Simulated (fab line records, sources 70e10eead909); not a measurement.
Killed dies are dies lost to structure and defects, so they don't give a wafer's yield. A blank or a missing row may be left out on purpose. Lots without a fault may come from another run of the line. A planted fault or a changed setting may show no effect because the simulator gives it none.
Which tool did it? | flow nand_harc | 11 lots, 33 wafers sampled, at 4 steps of a route of 1302

WHAT THE GAUGES READ, wafer by wafer
NHARC_END_SORT_01.
lot  | measured     | on        | killed_at_array
L808 | day 25 05:35 | prober-02 | 71 80 82
L810 | day 25 17:53 | prober-01 | 81 69 76
L812 | day 26 00:02 | prober-01 | 670 673 672
L814 | day 31 09:53 | prober-02 | 673 673 672
L813 | day 31 01:16 | prober-01 | 72 64 76
L815 | day 31 17:33 | prober-01 | 50 52 65
L823 | day 32 09:58 | prober-01 | 45 43 39
L824 | day 32 08:30 | prober-02 | 85 83 75
L827 | day 33 14:08 | prober-02 | 44 43 49
L828 | day 33 16:25 | prober-01 | 78 64 75
L830 | day 34 15:43 | prober-02 | 43 38 40

WHICH TOOL RAN EACH LOT (tool, then ch and the chambers of the sampled wafers, then the start)
lot  | NHARC_A_M1_ETCH_35                 | NHARC_A_M1_ETCH_28                 | NHARC_A_M1_CMP_23
L808 | rie_diel-02 ch 0,2,3, day 23 13:08 | rie_diel-06 ch 0,2,3, day 23 13:40 | cmp-04 ch 0,1,3, day 23 15:08
L810 | rie_diel-06 ch 1,2,3, day 24 06:16 | rie_diel-02 ch 1,2, day 24 06:48   | cmp-02 ch 0,1, day 24 08:19
L812 | rie_diel-02 ch 0,1, day 24 07:57   | rie_diel-06 ch 0,3, day 24 08:29   | cmp-02 ch 0,2,3, day 24 10:03
L814 | rie_diel-06 ch 0,2, day 25 04:40   | rie_diel-01 ch 0,1,2, day 25 05:14 | cmp-03 ch 0,1,3, day 25 06:44
L813 | rie_diel-02 ch 1,2, day 25 22:24   | rie_diel-06 ch 0,2,3, day 25 22:57 | cmp-02 ch 2,3, day 26 00:28
L815 | rie_diel-02 ch 0,1,2, day 26 14:26 | rie_diel-01 ch 0,2, day 26 14:58   | cmp-02 ch 1,3, day 26 16:29
L823 | rie_diel-02 ch 0,2,3, day 29 04:34 | rie_diel-01 ch 1,2, day 29 05:05   | cmp-03 ch 0,1,3, day 29 06:38
L824 | rie_diel-02 ch 0,1,2, day 29 08:13 | rie_diel-06 ch 0,1,3, day 29 08:44 | cmp-02 ch 0,1,2, day 29 10:19
L827 | rie_diel-02 ch 0,1,2, day 30 23:41 | rie_diel-06 ch 0,1,2, day 31 00:14 | cmp-02 ch 0,1,2, day 31 01:44
L828 | rie_diel-02 ch 0,1,3, day 31 05:59 | rie_diel-01 ch 0,1,3, day 31 06:31 | cmp-03 ch 1,3, day 31 08:02
L830 | rie_diel-02 ch 1,2, day 33 05:25   | rie_diel-01 ch 0,1,2, day 33 05:59 | cmp-03 ch 0,1,2, day 33 07:26
- NHARC_A_M1_ETCH_35: etches the open film in N2/H2, target depth 40 nm, overetch 12 nm, time 43.94 s.
- NHARC_A_M1_ETCH_28: etches the open film in CF4/N2, target depth 30 nm, time 72.99 s.
- NHARC_A_M1_CMP_23: polishes, t overpolish 20 s, target thk 154.34 nm.

THE ANSWER, worked out from the rows above alone
Rule: what is usual is taken from the lots themselves. Put in order of their means at a reading, lots are off if they are a third of the lots or fewer, leave a main group of 4 or more, and stand apart from it by a gap of 3 or more times the standard deviation of the main group's means; of several such gaps the widest counts. A main group whose means are all the same, to the digits that the tables above print for the reading, isn't used. A lot without any number at a reading at which 4 lots or more have one is off too. The other lots that the step has rows for count as sound.
Off: L812, L814, at NHARC_END_SORT_01 (killed_at_array). The main group: mean 62, standard deviation 15.
A tool fits if, at a process step before that reading, it ran every lot that is off, and no sound lot after the first of them. The gauges at NHARC_END_SORT_01 are tried like those tools. None of those tried fits.

WHAT THE SIMULATOR HAD PUT IN
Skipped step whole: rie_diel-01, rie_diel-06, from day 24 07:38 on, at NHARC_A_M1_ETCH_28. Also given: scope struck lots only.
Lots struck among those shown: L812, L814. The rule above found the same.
